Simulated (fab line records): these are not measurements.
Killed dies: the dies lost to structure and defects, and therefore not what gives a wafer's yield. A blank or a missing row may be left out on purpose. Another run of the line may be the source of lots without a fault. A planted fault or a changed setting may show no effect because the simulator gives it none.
Split-lot study :: flow n5-finfet :: 7 lots, 21 wafers read, on a route of 1938 steps

## ON THE SPLIT
At N5_SD_EPI_P_EPI_21 (deposits SiGe:B, time 355 s), the setting temp-c was moved away from the recipe's 550 C on 8 of the 21 wafers read, by -0.4% to +0.7%. The other wafers ran this setting at the recipe's value.

## BETWEEN THE SPLIT AND THE READING: the file shows 1 step in between
- N5_SD_EPI_P_EPI_MEAS_23

## THE READING
SiGe-B_of_SD_EPI_P_EPI_21.thk-nm (the simulator's own value, which no gauge read), in nm, at N5_SD_EPI_P_HM_STRIP_48 (strips SiNx in H3PO4, material SiNx, target depth 3 nm). The file gives no usual value for it. Average 60.7 nm, standard deviation 0.82 nm, over the 13 wafers here run with the recipe.

wafer: L074.1
tool, chamber at the split: epi-rpcvd-04, 0
temp-c as run, C: 547.7
against the recipe: -0.4%
SiGe-B_of_SD_EPI_P_EPI_21.thk-nm, nm: 58
against lot-mates on the recipe: -3.5

wafer: L074.5
tool, chamber at the split: epi-rpcvd-04, 0
temp-c as run, C: 550
against the recipe: recipe
SiGe-B_of_SD_EPI_P_EPI_21.thk-nm, nm: 61.6
against lot-mates on the recipe: -

wafer: L074.6
tool, chamber at the split: epi-rpcvd-04, 0
temp-c as run, C: 550
against the recipe: recipe
SiGe-B_of_SD_EPI_P_EPI_21.thk-nm, nm: 61.4
against lot-mates on the recipe: -

wafer: L076.4
tool, chamber at the split: epi-rpcvd-02, 0
temp-c as run, C: 550
against the recipe: recipe
SiGe-B_of_SD_EPI_P_EPI_21.thk-nm, nm: 60.6
against lot-mates on the recipe: -

wafer: L076.5
tool, chamber at the split: epi-rpcvd-02, 0
temp-c as run, C: 550
against the recipe: recipe
SiGe-B_of_SD_EPI_P_EPI_21.thk-nm, nm: 60.2
against lot-mates on the recipe: -

wafer: L076.6
tool, chamber at the split: epi-rpcvd-02, 0
temp-c as run, C: 550
against the recipe: recipe
SiGe-B_of_SD_EPI_P_EPI_21.thk-nm, nm: 60
against lot-mates on the recipe: -

wafer: L081.3
tool, chamber at the split: epi-rpcvd-04, 0
temp-c as run, C: 548.9
against the recipe: -0.2%
SiGe-B_of_SD_EPI_P_EPI_21.thk-nm, nm: 58.8
against lot-mates on the recipe: no lot-mate on the recipe

wafer: L081.5
tool, chamber at the split: epi-rpcvd-04, 0
temp-c as run, C: 548.9
against the recipe: -0.2%
SiGe-B_of_SD_EPI_P_EPI_21.thk-nm, nm: 59.6
against lot-mates on the recipe: no lot-mate on the recipe

wafer: L081.6
tool, chamber at the split: epi-rpcvd-04, 0
temp-c as run, C: 548.9
against the recipe: -0.2%
SiGe-B_of_SD_EPI_P_EPI_21.thk-nm, nm: 58.6
against lot-mates on the recipe: no lot-mate on the recipe

wafer: L086.1
tool, chamber at the split: epi-rpcvd-04, 0
temp-c as run, C: 552.7
against the recipe: +0.5%
SiGe-B_of_SD_EPI_P_EPI_21.thk-nm, nm: 66.2
against lot-mates on the recipe: +4.4

wafer: L086.3
tool, chamber at the split: epi-rpcvd-04, 0
temp-c as run, C: 552.7
against the recipe: +0.5%
SiGe-B_of_SD_EPI_P_EPI_21.thk-nm, nm: 66.4
against lot-mates on the recipe: +4.6

wafer: L086.6
tool, chamber at the split: epi-rpcvd-04, 0
temp-c as run, C: 550
against the recipe: recipe
SiGe-B_of_SD_EPI_P_EPI_21.thk-nm, nm: 61.8
against lot-mates on the recipe: -

wafer: L089.1
tool, chamber at the split: epi-rpcvd-01, 0
temp-c as run, C: 550
against the recipe: recipe
SiGe-B_of_SD_EPI_P_EPI_21.thk-nm, nm: 60.8
against lot-mates on the recipe: -

wafer: L089.2
tool, chamber at the split: epi-rpcvd-01, 0
temp-c as run, C: 550
against the recipe: recipe
SiGe-B_of_SD_EPI_P_EPI_21.thk-nm, nm: 60.6
against lot-mates on the recipe: -

wafer: L089.4
tool, chamber at the split: epi-rpcvd-01, 0
temp-c as run, C: 550
against the recipe: recipe
SiGe-B_of_SD_EPI_P_EPI_21.thk-nm, nm: 61
against lot-mates on the recipe: -

wafer: L090.1
tool, chamber at the split: epi-rpcvd-02, 0
temp-c as run, C: 550
against the recipe: recipe
SiGe-B_of_SD_EPI_P_EPI_21.thk-nm, nm: 61.6
against lot-mates on the recipe: -

wafer: L090.3
tool, chamber at the split: epi-rpcvd-02, 0
temp-c as run, C: 550
against the recipe: recipe
SiGe-B_of_SD_EPI_P_EPI_21.thk-nm, nm: 59.8
against lot-mates on the recipe: -

wafer: L090.5
tool, chamber at the split: epi-rpcvd-02, 0
temp-c as run, C: 553.8
against the recipe: +0.7%
SiGe-B_of_SD_EPI_P_EPI_21.thk-nm, nm: 66.8
against lot-mates on the recipe: +6.1

wafer: L091.2
tool, chamber at the split: epi-rpcvd-04, 0
temp-c as run, C: 550
against the recipe: recipe
SiGe-B_of_SD_EPI_P_EPI_21.thk-nm, nm: 58.8
against lot-mates on the recipe: -

wafer: L091.4
tool, chamber at the split: epi-rpcvd-04, 0
temp-c as run, C: 550
against the recipe: recipe
SiGe-B_of_SD_EPI_P_EPI_21.thk-nm, nm: 60.4
against lot-mates on the recipe: -

wafer: L091.5
tool, chamber at the split: epi-rpcvd-04, 0
temp-c as run, C: 548.1
against the recipe: -0.3%
SiGe-B_of_SD_EPI_P_EPI_21.thk-nm, nm: 56.8
against lot-mates on the recipe: -2.8

THE FIT
A straight line over all 21 wafers: SiGe-B_of_SD_EPI_P_EPI_21.thk-nm changes by +9.59 nm for each +1% of temp-c; r = +0.95; the points scatter about the line by 0.83 nm.
The same after taking each lot's own level away (the mean of its wafers on the recipe; 18 wafers): +8.79 nm for each +1%; r = +0.98; scatter 0.46 nm.
That fit puts the effect of the largest move of temp-c on the reading at 6.1 nm.
The span of the lots' own levels, 59.60 to 61.80 nm, comes to 2.7 times the standard deviation stated above.
The two slopes are in agreement: the lot-to-lot level therefore moves the slope only a little.
Check: with one of the wafers moved furthest among these (+0.7%) left out of the fit, the line predicts +6.13 nm for it against its lot-mates. Against them it came out at +6.1 nm.

## THESE WAFERS: OTHER SPLITS
Other splits were also applied to these wafers ahead of the reading. Each is held against what the fit with the lots' levels taken away leaves over:
other split on the same wafers: N5_PMOS_HMC_CHANNEL_EPI_COAT_31 spin-rpm
wafers away from the commonest value: 7
r with SiGe-B_of_SD_EPI_P_EPI_21.thk-nm (lot level and that fit taken away): -0.10

other split on the same wafers: N5_PMOS_HMC_CHANNEL_EPI_EXPOSE_06 dose-mj
wafers away from the commonest value: 5
r with SiGe-B_of_SD_EPI_P_EPI_21.thk-nm (lot level and that fit taken away): -0.05

other split on the same wafers: N5_FIN_SAQP_ETCH_34 source-w
wafers away from the commonest value: 5
r with SiGe-B_of_SD_EPI_P_EPI_21.thk-nm (lot level and that fit taken away): +0.01

other split on the same wafers: N5_FIN_CUT_ETCH_21 bias-w
wafers away from the commonest value: 7
r with SiGe-B_of_SD_EPI_P_EPI_21.thk-nm (lot level and that fit taken away): -0.04

other split on the same wafers: N5_DUMMY_GATE_EXPOSE_12 dose-mj
wafers away from the commonest value: 7
r with SiGe-B_of_SD_EPI_P_EPI_21.thk-nm (lot level and that fit taken away): -0.18

## THE WHOLE CHAIN: every reading that the file lists as answering this split, in the file's order
step: N5_SD_EPI_P_EPI_21
what it does: deposits SiGe:B, time 355 s
reading: SiGe-B_of_SD_EPI_P_EPI_21.thk-nm (the simulator's own value, which no gauge read)
change (the file's fit): +8.55 nm for each +1% of the setting
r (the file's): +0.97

step: N5_SD_EPI_P_EPI_MEAS_23
what it does: 
reading: thk-nm
change (the file's fit): withheld for each +1% of the setting
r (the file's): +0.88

step: N5_SD_EPI_P_HM_STRIP_48
what it does: strips SiNx in H3PO4, material SiNx, target depth 3 nm
reading: SiGe-B_of_SD_EPI_P_EPI_21.thk-nm (the simulator's own value, which no gauge read)
change (the file's fit): +8.74 nm for each +1% of the setting
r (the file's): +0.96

## FILE'S OWN FIT
SiGe-B_of_SD_EPI_P_EPI_21.thk-nm changes by +8.74 nm for each +1% of temp-c, r = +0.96.
